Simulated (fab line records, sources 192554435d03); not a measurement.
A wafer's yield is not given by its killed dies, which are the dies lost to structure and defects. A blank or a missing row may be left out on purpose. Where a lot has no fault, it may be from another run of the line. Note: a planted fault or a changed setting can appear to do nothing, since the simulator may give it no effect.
Chamber matching :: flow n5 finfet :: 4 sister chambers for N5_BEOL_M0_SAQP_ETCH_107 on rie diel-03
The step etches SiNx in CH3F/O2, target depth 30 nm. 8 wafers are shown with their chamber, then 7 later ones without.

WAFERS PAIRED WITH THEIR CHAMBERS
wafer: L075.2
chamber: 1
showerhead plenum p Torr (Torr): 1.97
drypump motor current A (A): 5.4

wafer: L076.1
chamber: 1
showerhead plenum p Torr (Torr): 1.97
drypump motor current A (A): 5.3

wafer: L076.5
chamber: 2
showerhead plenum p Torr (Torr): 1.92
drypump motor current A (A): 6.1

wafer: L078.2
chamber: 3
showerhead plenum p Torr (Torr): 2.11
drypump motor current A (A): 5.1

wafer: L078.4
chamber: 2
showerhead plenum p Torr (Torr): 1.92
drypump motor current A (A): 6.1

wafer: L078.5
chamber: 0
showerhead plenum p Torr (Torr): 1.99
drypump motor current A (A): 5.5

wafer: L086.3
chamber: 0
showerhead plenum p Torr (Torr): 1.98
drypump motor current A (A): 5.5

wafer: L086.4
chamber: 3
showerhead plenum p Torr (Torr): 2.11
drypump motor current A (A): 5.1

WAFERS WITHOUT THEIR CHAMBER
wafer: L086.5
showerhead plenum p Torr (Torr): 1.92
drypump motor current A (A): 6.1

wafer: L089.1
showerhead plenum p Torr (Torr): 1.92
drypump motor current A (A): 6.1

wafer: L089.3
showerhead plenum p Torr (Torr): 1.98
drypump motor current A (A): 5.5

wafer: L089.4
showerhead plenum p Torr (Torr): 1.96
drypump motor current A (A): 5.4

wafer: L093.1
showerhead plenum p Torr (Torr): 1.96
drypump motor current A (A): 5.4

wafer: L093.4
showerhead plenum p Torr (Torr): 2.11
drypump motor current A (A): 5.1

wafer: L093.5
showerhead plenum p Torr (Torr): 1.98
drypump motor current A (A): 5.5

CHAMBER TAKEN BY EACH
wafer: L086.5
from the rows above: 2
in truth: 2

wafer: L089.1
from the rows above: 2
in truth: 2

wafer: L089.3
from the rows above: 0
in truth: 0

wafer: L089.4
from the rows above: 1
in truth: 1

wafer: L093.1
from the rows above: 1
in truth: 1

wafer: L093.4
from the rows above: 3
in truth: 3

wafer: L093.5
from the rows above: 0
in truth: 0
Placed correctly: 7 of 7. From these rows, 0 cannot be placed. Placed wrongly: 0.
How it was worked out, from the rows above alone: a wafer's distance from a chamber is the root of the sum, over the readings, of the square of ((its reading less the chamber's mean) divided by the reading's scatter). If the next closest chamber is less than 2 further off than the closest, the wafer can't be placed; otherwise it belongs to the closest. A chamber's mean is the mean of its shown wafers. The scatter: the root of (the sum of the squares of (reading less its chamber's mean) over the shown wafers, divided by (wafers less chambers)).
